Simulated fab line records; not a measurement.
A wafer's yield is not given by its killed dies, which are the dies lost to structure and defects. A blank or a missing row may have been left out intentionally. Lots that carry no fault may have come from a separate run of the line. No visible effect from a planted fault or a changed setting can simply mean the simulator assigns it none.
fab line records	flow n5Finfet
record lots=10	wafers=29	lastDay=17
route steps=1938 shown BEOL_M3@956 BEOL_M4@1111 PASSIVATION@1936
lots that met no fault: taken from a fault-free run of the same line
startH: start of the lot's first displayed wafer, in hours after the record's first day	waitH: hours from the lot's prior step to this one	" the same as in the row above	L1.1+2: several wafers, shown together as one row	- either no value or no given start	* or withheld: withheld	< > ~ a bound
route shown NAME@n: a module of which the file shows steps, and the number in the route of the first	usual: mean/standard deviation of fault-free wafers	same: alike in all rows	chamber/n: place in a boat	sites: each site's reading	_std_site: their standard deviation	_edge_site: mean of outer sites minus mean of inner sites	radiusMm: how far each site lies from the wafer's centre	mask NAME#n: copy n	behind: tool/chamber where the wafer was last shaped	hold: the reason the lot was held/the length of the hold in hours/how it ended	device: the n, p or np transistor that did not switch	end of line: the route-end tests of the same wafers	for a step that has no rows: nothing shown but its recipe	killed: dies that structure and defects cost at the first sort, which is not the same as the wafer's yield	map: dies across one wafer; x = killed, . = not, _ = none there
set.NAME: setting as actually run; set.NAME@STEP: the setting as run at that earlier step	model.NAME: the simulator's own value behind a step, which no gauge read
the route's steps for a sample of lots (tables are steps, rows are wafers)
services: from which hour (startH, from the record's first day; less than 0 if before it) a tool's chamber was out of use, for how many hours, and why
## steps
# step N5_BEOL_M3_CD_MEAS_18
# recipe pitchNm=36	targetCdNm=18
# usual cdNm=18.1/0.32
lot.wafer	tool	chamber	startH	waitH	cdNm
L571.2	cdSem-01	-	153.42	0.1	17.6
L571.4	"	-	"	"	18.6
L571.5	"	-	"	"	18.3
L574.2	cdSem-03	-	159.69	0.1	17.8
L574.3	"	-	"	"	17.7
L574.6	"	-	"	"	18.9
L573.1	cdSem-03	-	159.78	0.0	18.3
L573.2	"	-	"	"	18.4
L573.3	"	-	"	"	17.8
L580.1	cdSem-02	-	199.26	0.0	18.1
L580.3	"	-	"	"	17.7
L580.6	"	-	"	"	17.4
L581.1	cdSem-02	-	207.21	0.0	17.8
L581.5	"	-	"	"	17.7
L581.6	"	-	"	"	18.0
L582.4	cdSem-02	-	212.56	0.1	17.6
L582.5	"	-	"	"	18.0
L582.6	"	-	"	"	18.3
L583.1	cdSem-03	-	230.68	0.0	18.4
L583.3	"	-	"	"	18.4
L583.4	"	-	"	"	18.0
L590.3	cdSem-02	-	256.20	0.1	18.0
L590.4	"	-	"	"	18.1
L592.2	cdSem-01	-	278.39	0.1	18.0
L592.3	"	-	"	"	18.1
L592.5	"	-	"	"	18.6
L594.2	cdSem-03	-	281.57	0.1	18.1
L594.3	"	-	"	"	18.4
L594.6	"	-	"	"	18.1
# step N5_BEOL_M3_CD_MEAS_28
# recipe targetCdNm=25.7	landingEnergyEv=500	detector=seInlens	targetCdYNm=23.3	polarity=opening
# usual cdNm=25.69/0.22
lot.wafer	tool	chamber	startH	waitH	cdNm
L571.2	cdSem-01	0	153.74	-	25.81
L571.4	"	0	"	"	25.94
L571.5	"	0	"	"	25.53
L574.2	cdSem-01	0	160.01	-	25.97
L574.3	"	0	"	"	25.42
L574.6	"	0	"	"	25.93
L573.1	cdSem-02	0	160.10	-	26.04
L573.2	"	0	"	"	25.49
L573.3	"	0	"	"	25.69
L580.1	cdSem-02	0	199.58	-	25.33
L580.3	"	0	"	"	25.61
L580.6	"	0	"	"	25.41
L581.1	cdSem-03	0	207.52	-	25.65
L581.5	"	0	"	"	25.67
L581.6	"	0	"	"	25.73
L582.4	cdSem-03	0	212.88	-	25.65
L582.5	"	0	"	"	25.68
L582.6	"	0	"	"	26.24
L583.1	cdSem-01	0	231.00	-	25.77
L583.3	"	0	"	"	25.54
L583.4	"	0	"	"	25.74
L590.3	cdSem-02	0	256.52	-	25.70
L590.4	"	0	"	"	25.70
L592.2	cdSem-02	0	278.83	-	25.45
L592.3	"	0	"	"	25.67
L592.5	"	0	"	"	25.80
L594.2	cdSem-02	0	281.89	-	25.53
L594.3	"	0	"	"	25.63
L594.6	"	0	"	"	25.68
# step N5_BEOL_M3_TRENCH_ETCH_37
# recipe chemistry=C4F6/O2	targetDepthA=555.55	target=SiOC	timeS=29.2	ionEnergyEv=250	pressureMtorr=30	sourceW=355	biasW=185	Ar_flow_sccm=300	C4F6_flow_sccm=10	O2_flow_sccm=10
# usual biasW=185.0/0.47	chamberPressureMTorr=29.999/0.026	drypumpMotorCurrentA=5.7/0.38	oesProductAu=0.81/0.067	rfVppV=662/8.8	showerheadPlenumPTorr=2.87/0.11	throttleValvePct=20.80/0.27
lot.wafer	tool	chamber	startH	waitH	biasW	chamberPressureMTorr	drypumpMotorCurrentA	oesProductAu	rfHoursCounterH	rfVppV	showerheadPlenumPTorr	throttleValvePct
L571.2	rieDiel-02	3	155.29	-	185.1	29.986	5.9	0.85	65	663	3.02	20.45
L571.4	"	1	"	"	185.2	30.009	5.7	0.91	37	654	3.01	20.53
L571.5	"	1	"	"	184.8	29.986	5.7	0.90	-	656	3.01	20.51
L574.2	rieDiel-02	2	169.19	-	184.9	30.035	6.5	0.80	76	655	2.75	21.10
L574.3	"	0	"	"	185.5	30.012	5.1	0.76	153	670	2.99	21.22
L574.6	"	0	"	"	184.5	29.996	5.1	0.76	-	668	2.99	21.23
L573.1	rieDiel-04	1	170.69	-	184.9	29.984	5.6	0.70	208	674	2.83	20.95
L573.2	"	3	"	"	184.7	30.038	6.0	0.91	20	650	2.89	20.89
L573.3	"	2	"	"	185.2	30.045	5.4	0.83	90	657	2.75	20.90
L580.1	rieDiel-06	1	205.06	-	185.1	30.024	6.2	0.84	56	652	2.78	20.54
L580.3	"	2	"	"	186.0	29.999	6.0	0.82	87	674	2.98	20.64
L580.6	"	2	"	"	185.2	30.034	6.0	0.81	-	672	2.98	20.63
L581.1	rieDiel-06	0	211.47	-	185.4	29.972	5.6	0.70	207	662	2.70	20.91
L581.5	"	2	"	"	184.6	30.010	6.0	0.81	-	670	2.98	20.64
L581.6	"	3	"	"	185.0	30.007	5.6	0.74	-	678	2.93	20.67
L582.4	rieDiel-06	2	215.40	-	185.8	30.025	6.0	0.81	91	672	2.98	20.64
L582.5	"	0	"	"	185.2	30.008	5.7	0.70	-	663	2.70	20.89
L582.6	"	3	"	"	185.0	29.975	5.6	0.75	-	677	2.93	20.66
L583.1	rieDiel-04	1	234.39	-	184.2	30.002	5.5	0.69	226	673	2.82	20.97
L583.3	"	2	"	"	184.9	29.948	5.4	0.82	109	658	2.74	20.94
L583.4	"	3	"	"	185.5	30.000	6.0	0.87	40	649	2.89	20.91
L590.3	rieDiel-04	2	261.56	-	185.2	30.040	5.3	0.79	118	656	2.74	20.95
L590.4	"	1	"	"	185.0	30.005	5.6	0.68	234	673	2.82	20.98
L592.2	rieDiel-02	1	281.09	-	184.2	29.991	5.6	0.85	78	654	2.99	20.58
L592.3	"	3	"	"	145.4	29.988	5.9	0.77	94	547	3.01	20.48
L592.5	"	3	"	"	146.7	30.010	5.9	0.77	-	547	3.01	20.47
L594.2	rieDiel-04	3	282.70	-	185.3	30.020	6.0	0.86	55	650	2.88	20.94
L594.3	"	2	"	"	185.8	30.040	5.4	0.79	124	656	2.73	20.95
L594.6	"	2	"	"	184.9	29.986	5.4	0.78	-	657	2.74	20.94
# step N5_BEOL_M3_OCD_MEAS_38
# usual trenchDepthNm=55.3/0.85
lot.wafer	tool	chamber	startH	waitH	trenchDepthNm
L571.2	ocd-02	-	155.44	-	56.4
L571.4	"	-	"	"	55.6
L571.5	"	-	"	"	55.6
L574.2	ocd-02	-	169.34	-	54.9
L574.3	"	-	"	"	57.3
L574.6	"	-	"	"	56.7
L573.1	ocd-01	-	170.85	-	55.4
L573.2	"	-	"	"	55.4
L573.3	"	-	"	"	55.6
L580.1	ocd-01	-	205.22	-	54.5
L580.3	"	-	"	"	54.0
L580.6	"	-	"	"	53.7
L581.1	ocd-01	-	211.62	-	53.8
L581.5	"	-	"	"	54.4
L581.6	"	-	"	"	54.3
L582.4	ocd-01	-	215.55	-	54.0
L582.5	"	-	"	"	53.6
L582.6	"	-	"	"	53.8
L583.1	ocd-01	-	234.54	-	55.2
L583.3	"	-	"	"	56.0
L583.4	"	-	"	"	55.5
L590.3	ocd-02	-	261.71	-	55.2
L590.4	"	-	"	"	54.1
L592.2	ocd-01	-	281.25	-	55.7
L592.3	"	-	"	"	51.9
L592.5	"	-	"	"	51.8
L594.2	ocd-01	-	282.85	-	56.0
L594.3	"	-	"	"	55.1
L594.6	"	-	"	"	54.4
# step N5_BEOL_M3_PRE_CLEAN_45
# recipe gas=H2/He	timeS=30	tempC=250
# usual heaterPowerW=354/28
lot.wafer	tool	chamber	startH	waitH	heaterPowerW
L571.2	pvdSputter-03	-	155.67	0.0	367
L571.4	"	-	"	"	338
L571.5	"	-	"	"	375
L574.2	pvdSputter-01	-	170.37	0.0	337
L574.3	"	-	"	"	285
L574.6	"	-	"	"	381
L573.1	pvdSputter-01	-	171.27	0.0	377
L573.2	"	-	"	"	339
L573.3	"	-	"	"	292
L580.1	pvdSputter-01	-	205.58	0.0	333
L580.3	"	-	"	"	280
L580.6	"	-	"	"	343
L581.1	pvdSputter-03	-	212.27	0.0	300
L581.5	"	-	"	"	335
L581.6	"	-	"	"	310
L582.4	pvdSputter-02	-	215.88	0.0	383
L582.5	"	-	"	"	340
L582.6	"	-	"	"	376
L583.1	pvdSputter-03	-	235.55	0.0	327
L583.3	"	-	"	"	373
L583.4	"	-	"	"	309
L590.3	pvdSputter-02	-	262.18	0.0	374
L590.4	"	-	"	"	367
L592.2	pvdSputter-02	-	281.79	0.0	368
L592.3	"	-	"	"	373
L592.5	"	-	"	"	371
L594.2	pvdSputter-03	-	283.46	0.0	311
L594.3	"	-	"	"	336
L594.6	"	-	"	"	334
# step N5_BEOL_M4_RC_MEAS_101
# usual DIBL_N=37.1/1.9	DIBL_P=37.2/2.3	IOFF_N=0.18/0.04	IOFF_P=0.23/0.044	ION_N=682/11	ION_P=468/8.6	SS_N=71.9/0.68	SS_P=73.5/0.74	VT_N=248/3.4	VT_P=-248/3.4
lot.wafer	tool	chamber	startH	waitH	DIBL_N[mV/V]	DIBL_P[mV/V]	IOFF_N[nA/um]	IOFF_P[nA/um]	ION_N[uA/um]	ION_P[uA/um]	SS_N[mV/dec]	SS_P[mV/dec]	VT_N[mV]	VT_P[mV]
L571.2	prober-01	0	170.05	0.2	38.1	37.9	0.19	0.25	676	471	71.6	73.4	248	-247
L571.4	"	0	"	"	35.5	34.4	0.13	0.20	668	460	71.4	72.3	254	-250
L571.5	"	0	"	"	38.4	37.7	0.19	0.25	679	465	72.1	73.3	250	-248
L574.2	prober-02	0	187.97	0.2	38.1	37.6	0.21	0.31	687	479	72.3	74.1	246	-240
L574.3	"	0	"	"	35.6	34.7	0.15	0.24	673	473	71.4	73.8	248	-245
L574.6	"	0	"	"	35.8	34.2	0.16	0.24	680	473	70.9	73.1	247	-246
L573.1	prober-02	0	191.06	0.2	33.6	34.6	0.13	0.19	662	461	71.1	73.4	254	-249
L573.2	"	0	"	"	35.1	36.4	0.16	0.22	683	468	71.5	74.3	251	-245
L573.3	"	0	"	"	34.7	36.5	0.15	0.22	676	475	71.6	73.2	252	-249
L580.1	prober-02	0	216.78	0.0	35.6	34.3	0.13	0.16	683	460	71.8	72.7	252	-254
L580.3	"	0	"	"	36.6	35.9	0.17	0.19	696	481	71.9	72.9	249	-253
L580.6	"	0	"	"	37.1	36.2	0.17	0.20	693	474	71.8	73.7	248	-252
L581.1	prober-01	0	226.21	0.0	36.6	38.5	0.17	0.20	685	461	71.6	74.0	249	-254
L581.5	"	0	"	"	34.3	37.1	0.14	0.18	676	461	70.7	73.0	254	-251
L581.6	"	0	"	"	34.6	35.9	0.14	0.17	675	456	71.0	72.0	251	-255
L582.4	prober-02	0	235.29	0.5	38.6	40.8	0.19	0.26	694	468	72.2	74.1	248	-250
L582.5	"	0	"	"	39.9	42.4	0.22	0.29	702	486	71.9	75.0	246	-244
L582.6	"	0	"	"	34.0	34.9	0.12	0.18	671	468	70.4	72.1	254	-251
L583.1	prober-01	0	247.69	0.0	39.4	41.0	0.24	0.35	692	477	72.1	74.1	243	-243
L583.3	"	0	"	"	37.2	37.9	0.19	0.27	693	473	71.9	74.3	245	-247
L583.4	"	0	"	"	39.0	41.0	0.24	0.34	710	485	73.3	74.0	242	-242
L590.3	prober-01	0	276.53	0.3	36.9	35.7	0.17	0.18	666	444	73.2	73.4	250	-256
L590.4	"	0	"	"	37.8	35.7	0.19	0.19	670	452	73.0	73.2	251	-253
L592.2	prober-02	0	295.52	0.2	35.7	36.0	0.16	0.20	685	469	70.9	73.0	248	-250
L592.3	"	0	"	"	40.3	39.2	0.23	0.24	684	461	72.7	74.4	245	-252
L592.5	"	0	"	"	36.5	36.0	0.16	0.20	685	468	71.6	73.3	249	-253
L594.2	prober-02	0	297.97	0.2	36.4	36.7	0.17	0.21	672	459	71.2	73.0	248	-252
L594.3	"	0	"	"	36.8	36.7	0.17	0.22	671	454	72.2	73.5	248	-250
L594.6	"	0	"	"	37.0	37.2	0.18	0.23	675	460	71.9	73.8	247	-250
# step N5_PASSIVATION_PROBE_49
# usual defectLimitedYield=91.5/1.4	killed_at_M0_to_M3=32/9.7	killed_at_M4_up=14/5.3	killedAtContacts=11/6	killedAtFrontEnd=39/14	killedAtOther=3.3/2.7	killedDies=100/17	killedOpen=66/13	killedShort=32/7.4	sort_bin_5_function=4.9/0.9	sort_bin_6_memory=3.2/0.72	sort_bin_8_speed=0.00/0.0071	sortNPass=1080/17	sortYieldPct=91.5/1.4
# same grossDies=1180	killedAtBackSide=0	sort_bin_4_leakage[%]=0
lot.wafer	tool	chamber	startH	waitH	defectLimitedYield[%]	killed_at_M0_to_M3	killed_at_M4_up	killedAtContacts	killedAtFrontEnd	killedAtOther	killedDies	killedOpen	killedShort	sort_bin_5_function[%]	sort_bin_6_memory[%]	sort_bin_8_speed[%]	sortNPass	sortYieldPct[%]
L581.1	prober-01	-	328.69	0.0	89.5	37	12	12	62	1	124	81	40	5.9	4.1	0	1056	89.5
L581.5	prober-01	-	328.89	0.2	90.4	25	11	22	51	4	113	73	39	5.8	3.6	0	1067	90.4
L581.6	prober-01	-	328.94	0.3	89.4	34	11	17	54	9	125	88	36	6.4	3.8	0	1055	89.4
L590.3	prober-02	-	377.55	0.1	90.8	26	7	30	46	0	109	79	29	5.8	3.0	0	1071	90.8
L590.4	prober-02	-	377.60	0.2	89.5	24	10	21	67	2	124	80	42	5.9	4.1	0	1056	89.5
L592.2	prober-02	-	392.33	0.1	90.8	52	25	2	28	1	108	70	35	5.4	3.3	0	1072	90.8
L592.3	prober-02	-	392.38	0.1	91.8	39	15	2	41	0	97	61	28	4.3	2.9	0	1083	91.8
L592.5	prober-02	-	392.48	0.2	89.4	40	21	8	55	1	125	80	36	5.5	4.2	0	1055	89.4
# killed by level:class
L581.1 FIN_SAQP:geometricParticle:open=14 STI_FIN_REVEAL:geometricParticle:open=13 MOL_CONTACT_COAG:geometricParticle:open=12 FIN_SAQP:geometricParticle:short=11 BEOL_M0_SAQP:geometricParticle:open=10 BEOL_M0_SAQP:geometricParticle:short=10 DUMMY_GATE:geometricParticle:open=7 BEOL_M2:geometricParticle:open=7
L581.5 FIN_SAQP:geometricParticle:short=16 STI_FIN_REVEAL:geometricParticle:open=15 MOL_CONTACT_COAG:geometricParticle:open=15 BEOL_M0_SAQP:geometricParticle:open=9 BEOL_M4:geometricParticle:open=8 FIN_SAQP:geometricParticle:open=7 MOL_CONTACT_COAG:geometricParticle:short=7 BEOL_M0_SAQP:geometricParticle:short=6
L581.6 STI_FIN_REVEAL:geometricParticle:open=20 MOL_CONTACT_COAG:geometricParticle:open=16 FIN_SAQP:geometricParticle:open=9 BEOL_M0_SAQP:geometricParticle:short=9 STI_FIN_REVEAL:geometricParticle:short=8 BEOL_M2:geometricParticle:open=7 BEOL_M0_SAQP:geometricParticle:open=7 BEOL_M4:geometricParticle:open=7
L590.3 MOL_CONTACT_COAG:geometricParticle:open=28 FIN_SAQP:geometricParticle:open=10 FIN_SAQP:geometricParticle:short=9 BEOL_M0_SAQP:geometricParticle:open=8 STI_FIN_REVEAL:geometricParticle:open=7 BEOL_M1:geometricParticle:short=7 STARTING-WAFER:geometricParticle:open=7 BEOL_M0_SAQP:geometricParticle:short=4
L590.4 STI_FIN_REVEAL:geometricParticle:open=18 MOL_CONTACT_COAG:geometricParticle:open=16 FIN_SAQP:geometricParticle:open=15 FIN_SAQP:geometricParticle:short=12 MOL_CONTACT_COAG:geometricParticle:short=5 BEOL_M1:geometricParticle:short=5 BEOL_M2:geometricParticle:open=5 DUMMY_GATE:geometricParticle:open=4
L592.2 BEOL_M0_SAQP:geometricParticle:open=19 BEOL_M0_SAQP:geometricParticle:short=13 BEOL_M3:geometricParticle:open=9 FIN_SAQP:geometricParticle:open=8 BEOL_M4:geometricParticle:open=8 BEOL_M1:geometricParticle:open=6 FIN_SAQP:geometricParticle:short=5 BEOL_M5:geometricParticle:short=4
L592.3 BEOL_M0_SAQP:geometricParticle:open=15 FIN_SAQP:geometricParticle:open=12 BEOL_M0_SAQP:geometricParticle:short=10 BEOL_M4:geometricParticle:open=10 FIN_SAQP:geometricParticle:short=8 HKMG_FIN:areaEtch=7 BEOL_M1:geometricParticle:open=6 BEOL_M3:geometricParticle:open=4
L592.5 FIN_SAQP:geometricParticle:short=10 FIN_SAQP:geometricParticle:open=10 BEOL_M0_SAQP:geometricParticle:open=10 BEOL_M3:geometricParticle:open=10 HKMG_FIN:areaEtch=8 BEOL_M1:geometricParticle:open=7 MOL_CONTACT_COAG:geometricParticle:open=6 BEOL_M4:geometricParticle:open=5
## services
tool	chamber	startH	hours	kind
pvdSputter-03	-	139.16	3.7	repair
rieDiel-02	3	139.39	2.0	repair
rieDiel-04	3	146.43	9.5	repair
rieDiel-06	1	181.26	7.0	repair
rieDiel-06	2	187.71	4.6	repair
rieDiel-02	3	240.22	32.8	repair
rieDiel-04	1	279.44	3.4	repair
## key
firstSign step=N5_BEOL_M3_TRENCH_ETCH_37	reading=biasW	direction=down	sigmas=82	usual=*	struck=*
effect step=N5_BEOL_M3_TRENCH_ETCH_37	reading=rfVppV	direction=down	sigmas=13	usual=662	struck=547
effect step=N5_BEOL_M3_OCD_MEAS_38	reading=trenchDepthNm	direction=down	sigmas=4	usual=55.3	struck=51.8
metAt N5_BEOL_M3_TRENCH_ETCH_37
struckLots L592
struckWafers L592.3,L592.5
notActingAt N5_BEOL_M3_CD_MEAS_18,N5_BEOL_M3_CD_MEAS_28,N5_BEOL_M3_PRE_CLEAN_45
onsetBetween 155.29 281.09
fault kind=processParameterDrift	tool=rieDiel-02	chamber=3	onsetH=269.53	steps=N5_BEOL_M3_TRENCH_ETCH_37	channel=biasW	offset=*	shape=step	endH=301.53	actsIn=*	stated=*
